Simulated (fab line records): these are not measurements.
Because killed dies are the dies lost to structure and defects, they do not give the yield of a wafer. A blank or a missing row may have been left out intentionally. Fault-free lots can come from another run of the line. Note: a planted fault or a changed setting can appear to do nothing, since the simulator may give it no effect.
Which tool did it?	flow n5Finfet	Sampling: 22 lots, 66 wafers, 6 of 1938 route steps

## WHAT THE GAUGES READ, wafer by wafer
Not one reading of a measure or inspect step in the record can be checked against a usual standard deviation.

## TOOL THAT RAN EACH LOT (tool first, then ch and the chambers of the sampled wafers, then the start)
lot	N5_HKMG_FIN_STRIP_69	N5_GATE_CUT_DESCUM_18	N5_GATE_CUT_ETCH_28	N5_GATE_CUT_STRIP_21	N5_MOL_CONTACT_COAG_DESCUM_13	N5_MOL_CONTACT_COAG_SPUTTER_130
L074	plasmaAsher-02 ch 0, day 4 09:19	rieDiel-03 ch 1,2,3, day 4 14:44	rieDiel-03 ch 1,2,3, day 4 14:46	plasmaAsher-01 ch 0,1, day 4 15:25	rieDiel-02 ch 0,2, day 4 18:38	pvdSputter-02, day 4 23:20
L076	plasmaAsher-02 ch 0,1, day 4 18:07	rieDiel-04 ch 0,2,3, day 4 23:40	rieDiel-04 ch 0,2,3, day 4 23:41	plasmaAsher-01 ch 0, day 5 00:20	rieDiel-02 ch 0,2, day 5 03:26	pvdSputter-01, day 5 12:30
L077	plasmaAsher-01 ch 1, day 4 23:24	rieDiel-03 ch 0,1,2, day 5 06:11	rieDiel-03 ch 0,1,2, day 5 06:13	plasmaAsher-01 ch 0, day 5 06:53	rieDiel-01 ch 0,2, day 5 10:46	pvdSputter-03, day 5 15:23
L078	plasmaAsher-01 ch 0, day 5 11:55	rieDiel-03 ch 0,2,3, day 5 17:16	rieDiel-03 ch 0,2,3, day 5 17:19	plasmaAsher-02 ch 0,1, day 5 17:58	rieDiel-06 ch 0,2, day 5 21:11	pvdSputter-01, day 6 04:21
L079	plasmaAsher-01 ch 1, day 5 18:05	rieDiel-05 ch 0,3, day 5 23:50	rieDiel-05 ch 0,3, day 5 23:53	plasmaAsher-02 ch 1, day 6 00:32	rieDiel-06 ch 0,1,3, day 6 04:19	pvdSputter-01, day 6 10:02
L080	plasmaAsher-01 ch 0,1, day 5 21:07	rieDiel-03 ch 1,3, day 6 02:29	rieDiel-03 ch 1,3, day 6 02:32	plasmaAsher-01 ch 0, day 6 03:11	rieDiel-02 ch 0,2, day 6 06:17	pvdSputter-02, day 6 11:58
L081	plasmaAsher-01 ch 0,1, day 6 01:08	rieDiel-04 ch 0,2, day 6 06:28	rieDiel-04 ch 0,2, day 6 06:30	plasmaAsher-01 ch 0,1, day 6 07:09	rieDiel-01 ch 0,1,2, day 6 10:34	pvdSputter-03, day 6 16:05
L082	plasmaAsher-02 ch 0,1, day 6 05:41	rieDiel-03 ch 0,3, day 6 11:01	rieDiel-03 ch 0,3, day 6 11:04	plasmaAsher-01 ch 0,1, day 6 11:43	rieDiel-02 ch 0,1, day 6 14:56	pvdSputter-03, day 6 19:43
L083	plasmaAsher-02 ch 0,1, day 6 09:47	rieDiel-04 ch 0,2,3, day 6 15:22	rieDiel-04 ch 0,2,3, day 6 15:24	plasmaAsher-01 ch 0,1, day 6 16:03	rieDiel-01 ch 1,3, day 6 19:17	pvdSputter-02, day 7 02:09
L084	plasmaAsher-01 ch 0,1, day 6 20:19	rieDiel-05 ch 0,2,3, day 7 01:49	rieDiel-05 ch 0,2,3, day 7 01:51	plasmaAsher-02 ch 0,1, day 7 02:30	rieDiel-06 ch 2,3, day 7 06:07	pvdSputter-01, day 7 15:04
L085	plasmaAsher-02 ch 0,1, day 7 00:32	rieDiel-03 ch 1,2, day 7 06:30	rieDiel-03 ch 1,2, day 7 06:32	plasmaAsher-01 ch 0,1, day 7 07:11	rieDiel-06 ch 0,3, day 7 11:06	pvdSputter-01, day 7 18:43
L087	plasmaAsher-01 ch 0,1, day 7 16:15	rieDiel-03 ch 0,1, day 7 22:34	rieDiel-03 ch 0,1, day 7 22:36	plasmaAsher-02 ch 0,1, day 7 23:15	rieDiel-06 ch 0,1, day 8 02:21	pvdSputter-03, day 8 05:54
L088	plasmaAsher-01 ch 0,1, day 7 20:58	rieDiel-05 ch 0,1,3, day 8 02:18	rieDiel-05 ch 0,1,3, day 8 02:20	plasmaAsher-01 ch 0,1, day 8 02:59	rieDiel-06 ch 1,2,3, day 8 06:16	pvdSputter-02, day 8 12:28
L089	plasmaAsher-01 ch 0, day 8 04:31	rieDiel-05 ch 1,2, day 8 10:05	rieDiel-05 ch 1,2, day 8 10:07	plasmaAsher-02 ch 1, day 8 10:46	rieDiel-02 ch 1,2, day 8 14:03	pvdSputter-01, day 8 21:29
L090	plasmaAsher-02 ch 0,1, day 8 05:38	rieDiel-03 ch 0,3, day 8 10:58	rieDiel-03 ch 0,3, day 8 10:59	plasmaAsher-01 ch 0,1, day 8 11:40	rieDiel-01 ch 0,1,2, day 8 14:44	pvdSputter-02, day 8 21:35
L091	plasmaAsher-02 ch 0,1, day 8 13:20	rieDiel-03 ch 0,3, day 8 20:44	rieDiel-03 ch 0,3, day 8 20:46	plasmaAsher-01 ch 0,1, day 8 21:25	rieDiel-01 ch 0,1, day 9 00:50	pvdSputter-01, day 9 07:29
L092	plasmaAsher-02 ch 0,1, day 8 16:33	rieDiel-04 ch 1,2,3, day 8 23:41	rieDiel-04 ch 1,2,3, day 8 23:43	plasmaAsher-01 ch 0,1, day 9 00:23	rieDiel-01 ch 0,1,2, day 9 03:36	pvdSputter-01, day 9 08:23
L093	plasmaAsher-02 ch 0,1, day 9 02:14	rieDiel-04 ch 0,2,3, day 9 07:34	rieDiel-04 ch 0,2,3, day 9 07:35	plasmaAsher-02 ch 0,1, day 9 08:14	rieDiel-06 ch 0,2,3, day 9 11:32	pvdSputter-01, day 9 18:34
L094	plasmaAsher-01 ch 0,1, day 9 05:45	rieDiel-03 ch 1,2,3, day 9 11:52	rieDiel-03 ch 1,2,3, day 9 11:53	plasmaAsher-01 ch 0,1, day 9 12:34	rieDiel-02 ch 2,3, day 9 15:39	pvdSputter-02, day 9 20:34
L095	plasmaAsher-01 ch 0,1, day 9 13:48	rieDiel-05 ch 1,2,3, day 9 19:17	rieDiel-05 ch 1,2,3, day 9 19:19	plasmaAsher-01 ch 0,1, day 9 19:58	rieDiel-01 ch 0,1,2, day 9 23:16	pvdSputter-02, day 10 03:55
L096	plasmaAsher-01 ch 0,1, day 9 18:59	rieDiel-03 ch 1,3, day 10 00:36	rieDiel-03 ch 1,3, day 10 00:38	plasmaAsher-02 ch 0,1, day 10 01:17	rieDiel-02 ch 1,3, day 10 04:48	pvdSputter-02, day 10 10:31
L097	plasmaAsher-02 ch 0,1, day 10 02:53	rieDiel-03 ch 0,3, day 10 11:02	rieDiel-03 ch 0,3, day 10 11:05	plasmaAsher-02 ch 0,1, day 10 11:45	rieDiel-01 ch 1,2, day 10 14:53	pvdSputter-02, day 10 22:25
- N5_HKMG_FIN_STRIP_69: strips in N2/H2, time 360 s.
- N5_GATE_CUT_DESCUM_18: chemistry O2, time 7 s.
- N5_GATE_CUT_ETCH_28: etches underlayer in N2/H2, target depth 13 nm, time 10.4 s.
- N5_GATE_CUT_STRIP_21: strips in N2/H2, time 30 s.
- N5_MOL_CONTACT_COAG_DESCUM_13: chemistry O2, time 7 s.
- N5_MOL_CONTACT_COAG_SPUTTER_130: material Co, target thk 47.5 nm.

## AS READ BY THE TOOLS THEMSELVES (means over the sampled wafers that have a number; for cases with no such wafer, the mark the record gives instead)
N5_HKMG_FIN_STRIP_69. Usual: drypumpMotorCurrentA 5.21 A, standard deviation 0.26; heaterPowerW 474 W, standard deviation 55.
lot	tool	drypumpMotorCurrentA (A)	heaterPowerW (W)	flag
L074	plasmaAsher-02	5.39	546	
L076	plasmaAsher-02	5.32	525	
L077	plasmaAsher-01	5.45	399	
L078	plasmaAsher-01	4.82	468	
L079	plasmaAsher-01	5.45	400	
L080	plasmaAsher-01	5.25	431	
L081	plasmaAsher-01	5.04	446	
L082	plasmaAsher-02	5.25	514	
L083	plasmaAsher-02	5.31	535	
L084	plasmaAsher-01	5.25	414	
L085	plasmaAsher-02	5.33	537	
L087	plasmaAsher-01	5.25	419	
L088	plasmaAsher-01	5.04	439	
L089	plasmaAsher-01	4.82	470	
L090	plasmaAsher-02	5.31	532	
L091	plasmaAsher-02	5.25	511	
L092	plasmaAsher-02	5.32	530	
L093	plasmaAsher-02	5.27	514	
L094	plasmaAsher-01	5.03	447	
L095	plasmaAsher-01	5.24	417	
L096	plasmaAsher-01	5.04	444	
L097	plasmaAsher-02	5.27	507	

N5_GATE_CUT_DESCUM_18. Usual: drypumpMotorCurrentA 5.6 A, standard deviation 0.53; o2FlowSccm 225.1 sccm, standard deviation 0.66; oesProductAu 0.79 a.u., standard deviation 0.08; rfVppV 243.4 V, standard deviation 1.4; showerheadPlenumPTorr 2.11 Torr, standard deviation 0.075; throttleValvePct 20.57 %, standard deviation 0.2.
lot	tool	drypumpMotorCurrentA (A)	o2FlowSccm (sccm)	oesProductAu (a.u.)	rfVppV (V)	showerheadPlenumPTorr (Torr)	throttleValvePct (%)	flag
L074	rieDiel-03	6.2	224.6	0.72	243.9	2.12	20.70	
L076	rieDiel-04	5.1	225.0	0.76	242.4	2.09	20.35	
L077	rieDiel-03	5.7	225.1	0.75	243.1	2.10	20.63	
L078	rieDiel-03	5.8	224.9	0.73	243.0	2.09	20.77	
L079	rieDiel-05	6.0	224.9	0.91	242.7	2.13	20.26	
L080	rieDiel-03	6.2	225.7	0.70	243.3	2.08	20.87	
L081	rieDiel-04	5.2	225.4	0.75	242.3	2.07	20.27	
L082	rieDiel-03	5.4	225.4	0.75	242.1	2.04	20.83	
L083	rieDiel-04	5.1	225.1	0.75	244.0	2.08	20.36	
L084	rieDiel-05	5.6	224.9	0.91	243.9	2.18	20.38	
L085	rieDiel-03	6.1	224.6	0.72	243.0	2.12	20.61	
L087	rieDiel-03	5.7	225.3	0.74	242.2	2.07	20.69	
L088	rieDiel-05	5.8	226.0	0.86	243.7	2.18	20.42	
L089	rieDiel-05	5.4	225.0	0.88	246.0	2.22	20.58	
L090	rieDiel-03	5.4	224.4	0.84	242.7	2.03	20.72	
L091	rieDiel-03	5.8	224.8	0.91	243.1	2.04	20.67	
L092	rieDiel-04	5.0	224.8	0.74	242.9	2.10	20.52	
L093	rieDiel-04	5.1	224.6	0.74	242.4	2.08	20.40	
L094	rieDiel-03	6.1	225.1	0.79	243.5	2.10	20.64	
L095	rieDiel-05	5.6	225.0	0.88	243.6	2.17	20.47	
L096	rieDiel-03	6.2	225.5	0.86	242.5	2.07	20.66	
L097	rieDiel-03	5.8	224.8	0.87	241.8	2.04	20.71	

N5_GATE_CUT_ETCH_28. Usual: drypumpMotorCurrentA 5.6 A, standard deviation 0.54; etchRfOnTimeS 10.36 s, standard deviation 0.17; oesProductAu 0.67 a.u., standard deviation 0.067; rfVppV 524.6 V, standard deviation 2.8; showerheadPlenumPTorr 2.56 Torr, standard deviation 0.094; throttleValvePct 17.92 %, standard deviation 0.22.
lot	tool	drypumpMotorCurrentA (A)	etchRfOnTimeS (s)	oesProductAu (a.u.)	rfVppV (V)	showerheadPlenumPTorr (Torr)	throttleValvePct (%)	flag
L074	rieDiel-03	6.1	10.19	0.62	524.0	2.55	18.03	
L076	rieDiel-04	5.1	10.43	0.64	524.1	2.54	17.76	
L077	rieDiel-03	5.7	10.28	0.64	525.0	2.54	18.00	
L078	rieDiel-03	5.8	10.40	0.62	523.9	2.52	18.07	
L079	rieDiel-05	6.0	10.44	0.77	524.8	2.55	17.51	
L080	rieDiel-03	6.2	10.41	0.60	523.9	2.51	18.16	
L081	rieDiel-04	5.2	10.25	0.64	523.4	2.51	17.66	
L082	rieDiel-03	5.4	10.37	0.64	521.8	2.46	18.17	
L083	rieDiel-04	5.1	10.42	0.64	523.4	2.53	17.78	
L084	rieDiel-05	5.6	10.28	0.78	526.5	2.62	17.65	
L085	rieDiel-03	6.1	10.42	0.62	524.9	2.56	17.98	
L087	rieDiel-03	5.7	10.47	0.63	523.5	2.51	18.07	
L088	rieDiel-05	5.9	10.32	0.73	525.9	2.62	17.68	
L089	rieDiel-05	5.4	10.07	0.75	528.9	2.69	17.87	
L090	rieDiel-03	5.4	10.53	0.72	521.0	2.45	18.04	
L091	rieDiel-03	5.8	10.34	0.77	522.1	2.47	17.92	
L092	rieDiel-04	5.0	10.36	0.63	524.5	2.56	18.01	
L093	rieDiel-04	5.1	10.45	0.63	523.8	2.53	17.79	
L094	rieDiel-03	6.1	10.42	0.67	524.3	2.54	17.92	
L095	rieDiel-05	5.6	10.41	0.74	526.5	2.61	17.74	
L096	rieDiel-03	6.2	10.32	0.74	522.8	2.50	17.92	
L097	rieDiel-03	5.8	10.18	0.75	521.6	2.46	17.95	

N5_GATE_CUT_STRIP_21. Usual: drypumpMotorCurrentA 5.19 A, standard deviation 0.27; heaterPowerW 334 W, standard deviation 40.
lot	tool	drypumpMotorCurrentA (A)	heaterPowerW (W)	flag
L074	plasmaAsher-01	5.25	302	
L076	plasmaAsher-01	4.82	338	
L077	plasmaAsher-01	4.83	338	
L078	plasmaAsher-02	5.33	390	
L079	plasmaAsher-02	5.18	347	
L080	plasmaAsher-01	4.82	339	
L081	plasmaAsher-01	5.03	316	
L082	plasmaAsher-01	5.01	317	
L083	plasmaAsher-01	5.25	300	
L084	plasmaAsher-02	5.26	361	
L085	plasmaAsher-01	5.04	318	
L087	plasmaAsher-02	5.33	377	
L088	plasmaAsher-01	5.03	322	
L089	plasmaAsher-02	5.18	351	
L090	plasmaAsher-01	5.03	319	
L091	plasmaAsher-01	5.04	321	
L092	plasmaAsher-01	5.23	303	
L093	plasmaAsher-02	5.32	377	
L094	plasmaAsher-01	5.24	304	
L095	plasmaAsher-01	5.04	314	
L096	plasmaAsher-02	5.32	377	
L097	plasmaAsher-02	5.31	382	

N5_MOL_CONTACT_COAG_DESCUM_13. Usual: drypumpMotorCurrentA 5.5 A, standard deviation 0.32; o2FlowSccm 224.9 sccm, standard deviation 0.66; oesProductAu 0.78 a.u., standard deviation 0.074; rfVppV 243.3 V, standard deviation 1.4; showerheadPlenumPTorr 2.10 Torr, standard deviation 0.065; throttleValvePct 20.56 %, standard deviation 0.25.
lot	tool	drypumpMotorCurrentA (A)	o2FlowSccm (sccm)	oesProductAu (a.u.)	rfVppV (V)	showerheadPlenumPTorr (Torr)	throttleValvePct (%)	flag
L074	rieDiel-02	5.9	224.9	0.78	242.1	2.01	20.44	
L076	rieDiel-02	5.6	224.4	0.75	241.0	2.00	20.66	
L077	rieDiel-01	5.7	225.6	0.85	244.8	2.12	20.51	
L078	rieDiel-06	5.2	225.2	0.72	244.2	2.18	20.72	
L079	rieDiel-06	5.4	225.0	0.73	243.1	2.08	20.59	
L080	rieDiel-02	5.8	224.9	0.77	242.0	2.01	20.46	
L081	rieDiel-01	5.7	224.4	0.88	244.5	2.12	20.43	
L082	rieDiel-02	5.5	225.1	0.78	242.6	2.08	20.42	
L083	rieDiel-01	5.7	224.4	0.82	243.7	2.09	20.46	
L084	rieDiel-06	5.6	224.6	0.74	241.9	2.05	20.44	
L085	rieDiel-06	5.7	224.5	0.75	241.8	2.06	20.62	
L087	rieDiel-06	5.2	225.0	0.88	243.6	2.09	20.41	
L088	rieDiel-06	5.4	224.3	0.81	242.7	2.06	20.35	
L089	rieDiel-02	5.3	225.2	0.73	242.3	2.03	20.80	
L090	rieDiel-01	5.7	225.4	0.85	244.3	2.12	20.46	
L091	rieDiel-01	5.7	224.7	0.88	243.2	2.12	20.36	
L092	rieDiel-01	5.7	224.2	0.85	243.7	2.11	20.45	
L093	rieDiel-06	5.4	225.2	0.71	244.3	2.10	20.62	
L094	rieDiel-02	5.2	225.5	0.72	243.7	2.12	20.96	
L095	rieDiel-01	5.7	224.2	0.84	242.5	2.11	20.47	
L096	rieDiel-02	5.1	224.4	0.74	244.0	2.15	20.86	
L097	rieDiel-01	5.7	224.6	0.81	242.8	2.11	20.52	

N5_MOL_CONTACT_COAG_SPUTTER_130. Usual: substrateTempC 25.02 C, standard deviation 0.11; throttleValvePct 29.7 %, standard deviation 1.1.
lot	tool	substrateTempC (C)	throttleValvePct (%)	flag
L074	pvdSputter-02	25.00	30.2	
L076	pvdSputter-01	25.08	30.1	
L077	pvdSputter-03	25.03	29.8	
L078	pvdSputter-01	25.02	30.1	
L079	pvdSputter-01	24.97	28.9	
L080	pvdSputter-02	25.02	29.6	
L081	pvdSputter-03	25.06	29.9	
L082	pvdSputter-03	25.01	29.1	
L083	pvdSputter-02	25.05	30.4	
L084	pvdSputter-01	24.99	29.1	
L085	pvdSputter-01	25.08	30.1	
L087	pvdSputter-03	24.93	29.7	
L088	pvdSputter-02	25.07	30.3	
L089	pvdSputter-01	24.98	29.9	
L090	pvdSputter-02	25.14	30.2	
L091	pvdSputter-01	25.02	29.0	
L092	pvdSputter-01	24.94	30.2	
L093	pvdSputter-01	24.96	30.0	
L094	pvdSputter-02	24.99	30.2	
L095	pvdSputter-02	24.98	29.7	
L096	pvdSputter-02	25.03	30.2	
L097	pvdSputter-02	25.06	29.6	

## THE ANSWER, worked out from the rows above alone
Rule: lot off if the mean of its wafers having a number is beyond 3 standard deviations from the usual mean. Also off: a lot with no number at a reading for which 4 or more lots have one. Any other lot the step has rows for is counted as sound. First the gauges in route order, then the tools' own readings, where a lot's mean is used as printed above. The first step at which some lot is off is used, and at that step the reading that is off furthest; a lot without a number counts as furthest.
Nothing can be told from this: no lot is off at any reading shown.

## WHAT THE SIMULATOR HAD INSERTED
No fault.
